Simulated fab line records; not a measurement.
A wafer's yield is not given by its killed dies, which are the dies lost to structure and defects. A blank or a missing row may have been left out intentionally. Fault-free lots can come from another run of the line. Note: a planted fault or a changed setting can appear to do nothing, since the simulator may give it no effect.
A struck lot beside a sound one | flow nandHarc | 14 out of 1302 route steps
Sound: wafers L595.1, L595.3, L595.5. Struck: wafer L589.5. Last of all comes the cause.
At each step with rows: each side's tool, then ch and its chambers, then its first start. Under that, the readings that differ: sound wafers | struck wafers | difference of the means | sigmas: that difference in standard deviations of wafers without a fault.
alike: same words and numbers on both sides, and readings whose means sit less than 2 such deviations apart. not compared: any withheld reading, any reading some wafer has no value for, any bound like >300 that may hide the same value, and any number with overlapping values for which the record gives no deviation.
A row with sigmas, a row that says differs or no value, or rows on one side alone: a step with any of these is where the two part. When numbers do not overlap yet have no deviation, they are printed without sigmas and do not part them. A reading that every wafer of one side lacks parts them only if that side has two wafers or more.

NHARC_A_M0_INSPECT_27:
  sound: defectInspect-02 at day 26 23:48; struck: defectInspect-02 at day 25 17:10
  alike: rawDefectCount
NHARC_A_M0_PRE_CLEAN_31: time 12 s.
  sound on pecvd-04 ch 0,2, day 26 23:52; struck on pecvd-03 ch 1, day 25 17:18
  alike: heaterPowerOuterW, heaterPowerW, susceptorTempC
  not compared: sinceWetCleanH
NHARC_A_M0_DEP_32: deposits SiCN, target thk 30 nm.
  sound on pecvd-04 ch 0,2, day 26 23:57; struck on pecvd-03 ch 1, day 25 17:32
  alike: heaterPowerOuterW, heaterPowerW, showerheadVppV, susceptorTempC
  not compared: sinceWetCleanH
then, 9 steps without rows for these wafers: NHARC_A_M1_DEP_00 (deposits SiOC, target thk 182.5 nm); NHARC_A_M1_DEHYDRATE_01 (time 120 s); NHARC_A_M1_HMDS_02 (time 30 s); NHARC_A_M1_COAT_34 (time 65 s); NHARC_A_M1_COAT_03 (resist thk 90 nm); NHARC_A_M1_SOFTBAKE_04 (time 55 s); NHARC_A_M1_EBR_05; NHARC_A_M1_EXPOSE_06 (exposes mask A M1, target cd 120 nm); NHARC_A_M1_PEB_07 (peb time 65 s).
NHARC_A_M1_DEVELOP_08: develop time 35 s.
  sound on lithoTrack-01 ch 0, day 27 00:00; struck on lithoTrack-01, day 25 18:00
  not compared: chillPlateTempC, developTimeS, developerTempC
NHARC_A_M1_CD_MEAS_09 targets a cd of 120 nm.
  sound on cdSem-01 ch 0, day 27 01:02; struck on cdSem-02 ch 0, day 25 18:35
  not compared: cdNm

== WHERE THEY PART ==
Nowhere in this record.

WHY: the cause the simulator had injected
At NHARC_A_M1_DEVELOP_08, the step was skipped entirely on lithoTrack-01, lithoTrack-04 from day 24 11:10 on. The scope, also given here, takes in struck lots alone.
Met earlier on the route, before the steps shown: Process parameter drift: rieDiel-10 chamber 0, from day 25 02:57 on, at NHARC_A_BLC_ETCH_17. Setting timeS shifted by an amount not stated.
